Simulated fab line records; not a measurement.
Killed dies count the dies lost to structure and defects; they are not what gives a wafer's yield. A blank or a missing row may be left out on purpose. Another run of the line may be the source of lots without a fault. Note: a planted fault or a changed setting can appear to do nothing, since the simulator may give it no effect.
fab line records | flow nand-harc
record: lots: 6 wafers: 18 last-day: 33
route steps=1302 shown A_STAIRCASE@729 END@1302
lots with no fault: from the same line, run without faults
start-h: hours from the record's first day to the start of the lot's first wafer shown | wait-h: hours from the lot's prior step to this one | " the same as in the row above | L1.1+2: a single row standing in for several wafers | - value missing, or start not given | * or withheld: withheld | < > ~ a bound
route shown NAME@n: names a module that has steps shown in the file, with the first one's number in the route | usual: average and standard deviation across the fault-free wafers | same: alike in all rows | chamber/n: place in a boat | sites: the reading at each site | _std_site: their standard deviation | _edge_site: inner sites' mean taken away from outer sites' mean | radius-mm: for every site, how far away it sits from the centre of the wafer | mask NAME#n: copy n | behind: the tool/chamber that last shaped the wafer | hold: reason for holding the lot/hours on hold/outcome of the hold | device: names the non-switching transistor (n, p or np) | end of line: the same wafers' tests at the end of the route | step lacking rows: just its recipe | killed: at the first sort, the dies lost to defects and structure; wafer yield is something else | map: a wafer's dies, marking killed ones x, the rest . and places with no die _
set.NAME: setting as actually run; set.NAME@STEP: the setting as run at that earlier step | model.NAME: the simulator's own value behind a step, which no gauge read
a table for each step, a row for each wafer; lots at some steps of the route
services: a tool's chamber out of use, with start hour (start-h, from the record's first day; less than 0 if before it), hours out, and reason
== steps ==
step: NHARC_A_STAIRCASE_PEB_215
recipe: peb-temp-c: 115 peb-time-s: 130
step: NHARC_A_STAIRCASE_DEVELOP_216
recipe: time-s: 140
step: NHARC_A_STAIRCASE_HARDBAKE_218
recipe: temp-c: 120 time-s: 140
step: NHARC_A_STAIRCASE_DESCUM_219
recipe: time-s: 3 o2-flow-sccm: 200 ar-flow-sccm: 0 bias-power-w: 0 chemistry: O2
usual: chamber-pressure-mTorr: 60.01/0.063 drypump-motor-current-A: 5.9/0.51 oes-product-au: 1.000/0.0073 rf-vpp-V: 57.8/0.88 showerhead-plenum-p-Torr: 1.93/0.091 throttle-valve-pct: 11.312/0.0092
columns lot.wafer tool chamber start-h wait-h chamber-pressure-mTorr drypump-motor-current-A oes-product-au rf-hours-counter-h rf-vpp-V showerhead-plenum-p-Torr throttle-valve-pct
L866.2 rie-diel-03 2 375.96 - 60.07 5.0 0.997 25 56.6 1.87 11.316
L866.6 " 2 " " 60.14 5.0 0.994 - 56.4 1.87 11.309
L866.5 " 3 " " 59.94 6.2 1.002 - 56.6 1.90 11.300
L868.3 rie-diel-03 1 386.13 - 60.03 5.2 0.993 25 59.3 2.07 11.312
L868.4 " 3 " " 59.98 6.1 1.004 27 59.1 1.90 11.320
L868.5 " 0 " " 59.92 6.0 1.007 - 57.7 1.92 11.316
L867.2 rie-diel-12 3 389.60 - 60.05 5.9 1.016 44 58.6 2.06 11.304
L867.4 " 1 " " 60.00 6.3 1.005 44 56.7 1.76 11.308
L867.6 " 2 " " 59.98 6.3 1.004 - 57.8 1.89 11.318
L877.1 rie-diel-12 0 475.39 - 60.02 6.2 0.994 6 57.7 1.84 11.308
L877.3 " 2 " " 60.01 6.3 0.993 8 57.9 1.88 11.319
L877.6 " 0 " " 60.12 6.2 1.012 - 57.6 1.84 11.315
L886.4 rie-diel-03 1 575.67 - 60.02 5.2 0.997 35 58.1 2.04 11.304
L886.2 " 3 " " 60.05 6.2 0.992 38 58.2 1.88 11.326
L886.1 " 0 " " 59.97 6.0 0.999 31 57.6 1.90 11.309
L887.4 rie-diel-03 1 580.01 - 60.13 5.2 1.010 37 59.1 2.04 11.315
L887.1 " 3 " " 59.95 6.1 1.002 43 58.0 1.88 11.314
L887.6 " 1 " " 59.95 5.2 1.006 - 56.9 2.04 11.308
step: NHARC_A_STAIRCASE_TRIM_220
recipe: time-s: 211.2 o2-flow-sccm: 500 ar-flow-sccm: 0 bias-w: 0 chemistry: O2
usual: chamber-pressure-mTorr: 59.99/0.068 drypump-motor-current-A: 5.9/0.49 oes-product-au: 1.000/0.007 rf-vpp-V: 57.9/0.87 showerhead-plenum-p-Torr: 3.55/0.15 throttle-valve-pct: 17.037/0.0099
columns lot.wafer tool chamber start-h wait-h chamber-pressure-mTorr drypump-motor-current-A oes-product-au rf-hours-counter-h rf-vpp-V showerhead-plenum-p-Torr throttle-valve-pct
L866.2 rie-diel-03 2 376.07 0.1 59.93 5.0 0.988 25 57.1 3.46 17.028
L866.6 " 0 " " 59.97 6.0 1.003 - 57.5 3.54 17.039
L866.5 " 1 " " 59.95 5.2 0.989 - 58.7 3.79 17.031
L868.3 rie-diel-03 3 386.23 0.1 60.04 6.1 1.007 27 57.5 3.51 17.023
L868.4 " 0 " " 60.01 6.0 1.004 27 57.7 3.54 17.049
L868.5 " 1 " " 60.01 5.2 0.998 - 59.5 3.79 17.050
L867.4 rie-diel-12 3 389.71 0.1 59.96 5.9 1.020 44 58.7 3.78 17.040
L867.2 " 0 " " 60.03 6.2 1.003 36 57.9 3.42 17.034
L867.6 " 3 " " 59.94 5.9 1.023 - 58.5 3.78 17.035
L877.1 rie-diel-12 1 475.47 0.1 60.02 6.3 0.995 8 58.0 3.80 17.021
L877.3 " 0 " " 60.08 6.2 1.000 6 57.0 3.41 17.029
L877.6 " 1 " " 59.96 6.3 0.998 - 58.4 3.80 17.035
L886.4 rie-diel-03 1 575.76 0.1 59.95 5.2 1.000 35 57.8 3.76 17.045
L886.2 " 2 " " 59.85 5.0 0.992 25 57.5 3.43 17.037
L886.1 " 3 " " 59.96 6.2 1.000 38 56.6 3.48 17.035
L887.4 rie-diel-03 0 580.14 0.1 60.13 6.0 1.007 33 57.8 3.50 17.043
L887.1 " 1 " " 59.94 5.2 1.010 38 59.2 3.75 17.023
L887.6 " 0 " " 60.09 6.0 1.002 - 58.1 3.50 17.034
step: NHARC_A_STAIRCASE_ETCH_221
recipe: target-depth-a: 1000 time-s: 40.5 ion-energy-ev: 400 c4f8-flow-sccm: 20 o2-flow-sccm: 10 ar-flow-sccm: withheld rf-w: 600 bias-w: 1000 chemistry: C4F8/O2
step: NHARC_A_STAIRCASE_TRIM_222
recipe: time-s: 211.2 o2-flow-sccm: 500 ar-flow-sccm: 0 bias-w: 0 chemistry: O2
usual: chamber-pressure-mTorr: 60.01/0.054 drypump-motor-current-A: 5.9/0.5 oes-product-au: 1.000/0.0077 rf-vpp-V: 57.7/0.88 showerhead-plenum-p-Torr: 3.55/0.16 throttle-valve-pct: 17.037/0.0093
columns lot.wafer tool chamber start-h wait-h chamber-pressure-mTorr drypump-motor-current-A oes-product-au rf-hours-counter-h rf-vpp-V showerhead-plenum-p-Torr throttle-valve-pct
L866.2 rie-diel-03 1 - - 59.97 5.2 0.996 23 58.3 3.79 17.026
L866.5 " 1 " " 59.95 5.2 0.992 - 59.6 3.79 17.032
L866.6 " 2 " " 60.12 5.0 0.982 - 57.6 3.46 17.025
L868.3 rie-diel-03 2 - - 59.91 5.0 1.002 27 58.4 3.46 17.041
L868.4 " 3 " " 60.01 6.2 1.020 27 58.0 3.51 17.041
L868.5 " 1 " " 59.92 5.2 1.006 - 58.2 3.79 17.041
L867.4 rie-diel-12 1 - - 59.95 6.2 1.019 44 58.2 3.27 17.027
L867.2 " 2 " " 59.99 6.3 1.005 49 58.5 3.49 17.049
L867.6 " 1 " " 59.97 6.3 1.021 - 56.3 3.27 17.040
L877.1 rie-diel-12 0 - - 60.02 6.2 0.997 6 58.8 3.41 17.033
L877.3 " 1 " " 59.97 6.2 0.991 8 58.3 3.80 17.026
L877.6 " 2 " " 60.00 6.3 0.989 - 56.6 3.47 17.018
L886.1 rie-diel-03 2 - - 59.96 5.0 0.986 25 57.6 3.43 17.032
L886.4 " 3 " " 60.09 6.1 0.991 38 56.4 3.48 17.049
L886.2 " 1 " " 60.05 5.2 1.001 35 58.1 3.75 17.045
L887.1 rie-diel-03 3 - - 60.01 6.1 0.999 43 56.8 3.47 17.048
L887.4 " 1 " " 60.02 5.2 1.008 38 58.8 3.75 17.043
L887.6 " 0 " " 60.03 6.0 1.008 - 59.5 3.50 17.030
step: NHARC_A_STAIRCASE_ETCH_223
recipe: target-depth-a: 1000 time-s: 40.5 ion-energy-ev: 400 c4f8-flow-sccm: 20 o2-flow-sccm: 10 ar-flow-sccm: withheld rf-w: 600 bias-w: 1000 chemistry: C4F8/O2
step: NHARC_A_STAIRCASE_TRIM_224
recipe: time-s: 211.2 o2-flow-sccm: 500 ar-flow-sccm: 0 bias-w: 0 chemistry: O2
usual: chamber-pressure-mTorr: 60.00/0.054 drypump-motor-current-A: 5.9/0.49 oes-product-au: 0.999/0.0072 rf-vpp-V: 57.7/0.95 showerhead-plenum-p-Torr: 3.55/0.16 throttle-valve-pct: 17.037/0.0093
columns lot.wafer tool chamber start-h wait-h chamber-pressure-mTorr drypump-motor-current-A oes-product-au rf-hours-counter-h rf-vpp-V showerhead-plenum-p-Torr throttle-valve-pct
L866.2 rie-diel-03 2 - - 60.03 5.0 1.002 25 58.5 3.46 17.048
L866.6 " 2 " " 59.96 5.0 1.010 - 58.7 3.46 17.019
L866.5 " 3 " " 59.96 6.2 1.012 - 57.6 3.51 17.034
L868.4 rie-diel-03 1 - - 60.03 5.2 0.998 25 58.1 3.79 17.036
L868.3 " 2 " " 60.03 5.0 0.997 27 56.8 3.46 17.032
L868.5 " 1 " " 59.95 5.2 0.993 - 59.1 3.79 17.041
L867.2 rie-diel-12 2 - - 60.12 6.3 0.996 49 57.3 3.49 17.032
L867.4 " 3 " " 60.12 5.9 1.006 45 58.3 3.78 17.038
L867.6 " 0 " " 59.98 6.2 1.002 - 57.8 3.42 17.043
L877.1 rie-diel-12 1 - - 60.04 6.2 0.993 8 58.1 3.80 17.042
L877.3 " 3 " " 59.96 5.9 1.001 6 57.8 3.77 17.034
L877.6 " 1 " " 59.94 6.2 1.002 - 57.5 3.80 17.025
L886.2 rie-diel-03 3 - - 60.04 6.1 0.995 38 56.9 3.48 17.034
L886.4 " 1 " " 59.96 5.2 0.988 35 57.5 3.75 17.043
L886.1 " 2 " " 59.97 5.0 0.996 25 56.7 3.43 17.037
L887.4 rie-diel-03 0 - - 60.05 6.0 0.999 34 57.5 3.50 17.035
L887.1 " 1 " " 60.11 5.2 1.009 38 57.9 3.75 17.037
L887.6 " 2 " " 60.04 5.0 0.998 - 56.3 3.43 17.029
step: NHARC_A_STAIRCASE_ETCH_225
recipe: target-depth-a: 1000 time-s: 40.5 ion-energy-ev: 400 c4f8-flow-sccm: 20 o2-flow-sccm: 10 ar-flow-sccm: withheld rf-w: 600 bias-w: 1000 chemistry: C4F8/O2
step: NHARC_A_STAIRCASE_TRIM_226
recipe: time-s: 211.2 o2-flow-sccm: 500 ar-flow-sccm: 0 bias-w: 0 chemistry: O2
usual: chamber-pressure-mTorr: 59.99/0.058 drypump-motor-current-A: 5.9/0.49 oes-product-au: 1.000/0.0071 rf-vpp-V: 57.8/0.89 showerhead-plenum-p-Torr: 3.54/0.15 throttle-valve-pct: 17.036/0.009
columns lot.wafer tool chamber start-h wait-h chamber-pressure-mTorr drypump-motor-current-A oes-product-au rf-hours-counter-h rf-vpp-V showerhead-plenum-p-Torr throttle-valve-pct
L866.2 rie-diel-03 1 - - 59.92 5.2 1.000 23 58.2 3.79 17.031
L866.5 " 1 " " 60.00 5.2 0.985 - 59.3 3.79 17.043
L866.6 " 2 " " 60.03 5.0 0.991 - 57.0 3.46 17.030
L868.3 rie-diel-03 2 - - 59.82 5.0 1.006 27 57.2 3.46 17.048
L868.4 " 3 " " 60.10 6.2 1.008 27 57.6 3.51 17.024
L868.5 " 3 " " 59.94 6.2 1.006 - 57.5 3.51 17.034
L867.2 rie-diel-12 3 - - 60.01 5.9 1.003 45 56.8 3.78 17.055
L867.4 " 1 " " 60.04 6.2 1.006 44 56.8 3.27 17.038
L867.6 " 3 " " 60.06 5.9 1.001 - 59.1 3.78 17.033
L877.1 rie-diel-12 3 - - 59.98 5.9 1.001 6 58.0 3.77 17.023
L877.3 " 0 " " 59.96 6.2 1.003 6 57.1 3.41 17.042
L877.6 " 2 " " 59.97 6.3 1.001 - 58.7 3.47 17.036
L886.1 rie-diel-03 0 - - 60.07 6.0 1.015 31 56.2 3.50 17.038
L886.4 " 1 " " 60.02 5.2 0.998 35 59.7 3.75 17.029
L886.2 " 2 " " 60.08 5.0 0.997 25 57.3 3.43 17.020
L887.1 rie-diel-03 0 - - 59.99 6.0 1.007 34 58.6 3.50 17.027
L887.4 " 1 " " 59.96 5.2 0.994 38 58.1 3.75 17.042
L887.6 " 3 " " 60.01 6.2 0.997 - 58.1 3.47 17.033
step: NHARC_A_STAIRCASE_ETCH_227
recipe: target-depth-a: 1000 time-s: 40.5 ion-energy-ev: 400 c4f8-flow-sccm: 20 o2-flow-sccm: 10 ar-flow-sccm: withheld rf-w: 600 bias-w: 1000 chemistry: C4F8/O2
usual: chamber-pressure-mTorr: 24.998/0.024 oes-product-au: 0.942/0.0096 rf-vpp-V: 897/5.6
columns lot.wafer tool chamber start-h wait-h chamber-pressure-mTorr oes-product-au rf-hours-counter-h rf-vpp-V
L866.2 rie-diel-03 2 376.90 - 24.991 0.935 25 893
L866.5 " 1 " " 24.992 0.944 - 905
L866.6 " 2 " " 25.018 0.932 - 891
L868.3 rie-diel-03 3 387.05 - 25.047 0.956 27 895
L868.4 " 0 " " 25.016 0.946 27 896
L868.5 " 0 " " 25.033 0.944 - 897
L867.2 rie-diel-12 0 390.62 - 24.994 0.942 36 893
L867.4 " 3 " " 25.008 0.947 45 906
L867.6 " 0 " " 25.007 0.950 - 893
L877.3 rie-diel-12 1 476.31 - 24.994 0.940 9 906
L877.1 " 3 " " 24.988 0.946 6 906
L877.6 " 2 " " 25.029 0.939 - 894
L886.4 rie-diel-03 1 576.61 - 25.027 0.941 35 905
L886.1 " 2 " " 24.994 0.941 25 892
L886.2 " 0 " " 25.024 1.098 31 895
L887.1 rie-diel-03 0 581.13 - 25.019 0.943 34 895
L887.4 " 3 " " 24.958 0.934 43 895
L887.6 " 0 " " 25.011 1.102 - 896
step: NHARC_END_SORT_01
recipe: temp-c: 25
usual: killed-at-array: 51/17 killed-at-other: 1.6/2.1 killed-at-periphery: 4/3.2 killed-dies: 57/18 killed-open: 2.9/1.7 killed-short: 2.3/1.3
same: gross-dies: 677
columns lot.wafer tool chamber start-h wait-h killed-at-array killed-at-other killed-at-periphery killed-dies killed-open killed-short
L887.6 prober-01 0 776.44 4.0 662 2 7 671 3 3
L886.2 prober-02 0 781.15 2.8 649 0 6 655 2 3
killed by level:class
L887.6 A_STAIRCASE:area-etch=628 A_CHANNEL_HOLE_D1:chamber-film-flake=12 P_STI:chamber-film-flake=5 A_STAIRCASE:chamber-film-flake=4 A_SLIT:chamber-film-flake=4 A_M1:chamber-film-flake=4 A_CHANNEL_FILL_D2:chamber-film-flake=3 THIN_TSV:chamber-film-flake=2
L886.2 A_STAIRCASE:area-etch=616 A_CHANNEL_HOLE_D1:chamber-film-flake=8 A_CONTACT:chamber-film-flake=7 A_STAIRCASE:chamber-film-flake=6 P_GATE:chamber-film-flake=4 A_SLIT:chamber-film-flake=4 A_DECK1_JOINT:chamber-film-flake=2 P_GATE:geometric-particle:short=1
map L886.2 (x killed, . not)
____________.____________
_________xxxxxxx_________
_______.xxxxxxx..._______
______xxxxxxxxxxxx.______
_____xxxxxxxxxxxxx.x_____
____xxxxxxxxxxxxxxxx.____
____.xxxxxxxxxxxxxxxx____
___xxxxxxxxxxxxxxxx.xx___
___xxxxxxxxxxxxxxxxx..___
__xxxxxxxxxxxxxxxxxxxx.__
__xxxxxxxxxxxxxxxxxxxxx__
_xxxxxxxxxxxxxxxxxxxxxxx_
_xxxxxxxxxxxxxxxxxxxxxxx_
_xxxxxxxxxxxxxxxxxxxxxx._
_xxxxxxxxxxxxxxxxxxxxx.x_
_xxxxxxxxxxxxxxxxxxxxxxx_
xxxxxxxxxxxxxxxxxxxxxxxx.
xxxxxxxxxxxxxxxxxxxxxxxx.
xxxxxxxxxxxxxxxxxxxxxxx.x
xxxxxxxxxxxxxxxxxxxxxxxxx
xxxxxxxxxxxxxxxxxxxxxxx.x
_xxxxxxxxxxxxxxxxxxxxxxx_
_xxxxxxxxxxxxxxxxxxxxxxx_
_xxxxxxxxxxxxxxxxxxxxxxx_
_xxxxxxxxxxxxxxxxxxxxxxx_
_xxxxxxxxxxxxxxxxxxxxx.x_
__xxxxxxxxxxxxxxxxxxxxx__
__xxxxxxxxxxxxxxxxxxxxx__
___xxxxxxxxxxxxxxxxxxx___
___xxxxxxxxxxxxxxxxxx.___
____xxxxxxxxxxxxxxx.x____
____xxxxxxxxxxxxxxxxx____
_____xxxxxxxxxxxxxxx_____
______xxxxxxxxxxxxx______
_______xxxxxxxxxxx_______
_________xxxxxxx_________
____________x____________
map L887.6 (x killed, . not)
____________x____________
_________xxxxxxx_________
_______xxxxxxxxxxx_______
______xxxxxxxxxxxxx______
_____xxxxxxxxxxxxxxx_____
____xxxxxxxxxxxxxxxxx____
____xxxxxxxxxxxxxxxxx____
___xxxxxxxxxxxxxxxxxxx___
___xxxxxxxxxxxxxxxxxxx___
__xxxxxxxxxxxxxxxxxxxxx__
__xxxxxxxxxxxxxxxxxxxxx__
_xxxxxxxxxxxxxx.xxxxxxxx_
_xxxxxxxxxxxxxxxxxxxxxxx_
_xxxxxxxxxxxxxxxxxxxxxxx_
_xxxxxxxxxxxxxxxxxxxxxxx_
_xxxxxxxxxxxxxxxxxxxxxxx_
xxxxxxxx.xxxxxxxxxxxxxxxx
xxxxxxxxxxxxxxxxxxxxxxxxx
xxxxxxxxxxxxxxxxxxxxxxxxx
xxxxxxxxxxxxxxxxxxxxxxxxx
xxxxxxxxxxxxxxxxxxxxxxxxx
_xxxxxxxxxxxxxx.xxxxxxxx_
_xxxxxxxxxxxxxx.xxxxxxxx_
_xxxxxxxxxxxxxxxxxxxxxxx_
_xxxxxxxxxxxxxxxxxxxxxxx_
_xxxxxxxxxxxxxxxxxxxxxxx_
__xxxxxxxxxxxxxxxxxxxxx__
__xxxxxxxxxxxxxxxxxxxxx__
___xxxxxxxxxxxxxxxxxxx___
___xxxxxxxxxxxx.xxxxxx___
____xxxxxxxxxxxxxxxxx____
____xxxxxxxxxxxxxxxxx____
_____xxxxxxxxx.xxxxx_____
______xxxxxxxxxxxxx______
_______xxxxxxxxxxx_______
_________xxxxxxx_________
____________x____________
== services ==
columns tool chamber start-h hours kind
rie-diel-03 0 363.88 - clean
rie-diel-03 1 363.88 - clean
rie-diel-03 2 363.88 - clean
rie-diel-03 3 363.88 - clean
rie-diel-03 0 388.38 - clean
rie-diel-03 1 388.38 - clean
rie-diel-03 2 388.38 - clean
rie-diel-03 3 388.38 - clean
rie-diel-03 0 412.88 - clean
rie-diel-03 1 412.88 - clean
rie-diel-03 2 412.88 - clean
rie-diel-03 3 412.88 - clean
rie-diel-03 0 437.38 - clean
rie-diel-03 1 437.38 - clean
rie-diel-03 2 437.38 - clean
rie-diel-03 3 437.38 - clean
rie-diel-12 - 446.18 9.0 pm
rie-diel-03 - 458.33 9.0 pm
rie-diel-03 0 458.33 9.0 vent-cycle
rie-diel-03 1 458.33 9.0 vent-cycle
rie-diel-12 - 488.80 1.9 repair
rie-diel-12 2 505.50 4.2 repair
rie-diel-03 1 519.91 10.9 repair
rie-diel-03 3 561.84 2.6 repair
== key ==
first-sign: step: NHARC_A_STAIRCASE_ETCH_227 reading: oes-product-au direction: up sigmas: 16 usual: 0.942 struck: 1.100
effect: step: NHARC_END_SORT_01 reading: killed-at-array direction: up sigmas: 35 usual: 51 struck: 656
more-kills-born-at: NHARC_A_STAIRCASE_ETCH_227@rie-diel-03: 1244
met-at NHARC_A_STAIRCASE_ETCH_227
struck-wafers L886.2,L887.6
later-rows-left-out L886.2,L887.6
tester-left-out L886,L887
onset-between 387.05 576.61
fault: kind: process-parameter-drift tool: rie-diel-03 chamber: - onset-h: 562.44 steps: NHARC_A_STAIRCASE_ETCH_227 channel: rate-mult offset: 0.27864 shape: step end-h: 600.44 scope: struck-wafers-only
tester-left-out: of these lots the tester's yield and bins aren't shown, on N5 and GAA mostly nor the transistor test; their killed dies are dies lost to structure and defects alone, not to doping, threshold or leakage, so they don't give the yield
later-rows-left-out: the simulator's readings of these wafers behind a module that went badly wrong aren't trusted and aren't shown, but for the sort
